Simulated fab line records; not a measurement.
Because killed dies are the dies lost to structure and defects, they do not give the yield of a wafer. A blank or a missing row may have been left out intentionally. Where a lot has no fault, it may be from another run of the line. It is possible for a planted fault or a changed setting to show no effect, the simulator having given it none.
A struck lot beside a sound one || flow nand-harc || 13 out of 1302 route steps
Sound: the wafers L888.2, L888.3, L888.4. Struck: wafer L905.4 (left out: L905.2, L905.5 of the same lot, which were not struck); the cause appears at the end.
At each step with rows: each side's tool, then ch and its chambers, then its first start. Under that, the readings that differ: sound wafers || struck wafers || difference of the means || sigmas: that difference in standard deviations of wafers without a fault.
alike: a reading whose means differ by less than 2 such deviations, as well as words and numbers matching on both sides. not compared: withheld readings; readings where some wafer has no value; bounds like >300 that might hide an equal value; numbers whose values overlap and for which the record gives no deviation.
Wherever a step has rows on one side only, a row that says differs or no value, or a row with sigmas, the two part there. Numbers that don't overlap but have no deviation are shown without sigmas and don't part them. A reading missing from all wafers of one side parts the sides only when that side holds two or more wafers.

NHARC_A_STAIRCASE_TRIM_14: chemistry O2, time 211.2 s.
  sound: rie-diel-11 ch 0,2,3; struck: rie-diel-03 ch 0
{"reading": "rf-hours-counter-h (h)", "sound": "36 31 30", "struck": 12, "difference": -20, "sigmas": ""}
{"reading": "throttle-valve-pct (%)", "sound": "17.022 17.039 17.031", "struck": 17.050, "difference": "+0.019", "sigmas": "+2"}
  alike: drypump-motor-current-A, mfc-ar-sccm, oes-product-au, rf-vpp-V, showerhead-plenum-p-Torr
then, 2 steps without rows for these wafers: NHARC_A_STAIRCASE_ETCH_15 (etches the open film in C4F8/O2, target depth 100 nm, time 40.5 s); NHARC_A_STAIRCASE_TRIM_16 (chemistry O2, time 211.2 s).
NHARC_A_STAIRCASE_ETCH_17: etches the open film in C4F8/O2, target depth 100 nm, time 40.5 s.
  sound: rie-diel-11 ch 0,1,3; struck: rie-diel-03 ch 0
{"reading": "rf-hours-counter-h (h)", "sound": "36 31 35", "struck": 12, "difference": -22, "sigmas": ""}
  alike: oes-product-au, rf-vpp-V, run-length-s
then, 2 steps without rows for these wafers: NHARC_A_STAIRCASE_TRIM_18 (chemistry O2, time 211.2 s); NHARC_A_STAIRCASE_ETCH_19 (etches the open film in C4F8/O2, target depth 100 nm, time 40.5 s).
NHARC_A_STAIRCASE_TRIM_20: chemistry O2, time 211.2 s.
  sound on rie-diel-03 ch 0,1,3, day 16 04:08; struck on rie-diel-11 ch 0, day 22 08:01
  alike: drypump-motor-current-A, mfc-ar-sccm, oes-product-au, rf-vpp-V, showerhead-plenum-p-Torr, throttle-valve-pct
  not compared: rf-hours-counter-h
NHARC_A_STAIRCASE_ETCH_21: etches the open film in C4F8/O2, target depth 100 nm, time 40.5 s.
  sound: rie-diel-03 ch 0,1,3; struck: rie-diel-11 ch 0
{"reading": "oes-product-au (a.u.)", "sound": "0.928 0.928 0.933", "struck": 0.971, "difference": "+0.041", "sigmas": "+3"}
  alike: rf-vpp-V, run-length-s
  not compared: rf-hours-counter-h
NHARC_A_STAIRCASE_TRIM_22: chemistry O2, time 211.2 s.
  sound: rie-diel-03 ch 0,2,3; struck: rie-diel-11 ch 3
  alike: drypump-motor-current-A, mfc-ar-sccm, oes-product-au, rf-vpp-V, showerhead-plenum-p-Torr, throttle-valve-pct
  not compared: rf-hours-counter-h
then, 2 steps without rows for these wafers: NHARC_A_STAIRCASE_ETCH_23 (etches the open film in C4F8/O2, target depth 100 nm, time 40.5 s); NHARC_A_STAIRCASE_TRIM_24 (chemistry O2, time 211.2 s).
NHARC_A_STAIRCASE_ETCH_25: etches the open film in C4F8/O2, target depth 100 nm, time 40.5 s.
  sound on rie-diel-03 ch 1,2,3, day 16 04:47; struck on rie-diel-11 ch 3, day 22 08:41
{"reading": "run-length-s (s)", "sound": "61.3 61.7 61.6", "struck": 73.8, "difference": "+12.3", "sigmas": "+28"}
  alike: oes-product-au, rf-vpp-V
  not compared: rf-hours-counter-h
then, 1 step without rows for these wafers: NHARC_A_STAIRCASE_TRIM_26 (chemistry O2, time 211.2 s).

WHERE THEY PART
At NHARC_A_STAIRCASE_TRIM_14 first; at NHARC_A_STAIRCASE_ETCH_25 last (within this record only).

WHY: the cause the simulator had injected
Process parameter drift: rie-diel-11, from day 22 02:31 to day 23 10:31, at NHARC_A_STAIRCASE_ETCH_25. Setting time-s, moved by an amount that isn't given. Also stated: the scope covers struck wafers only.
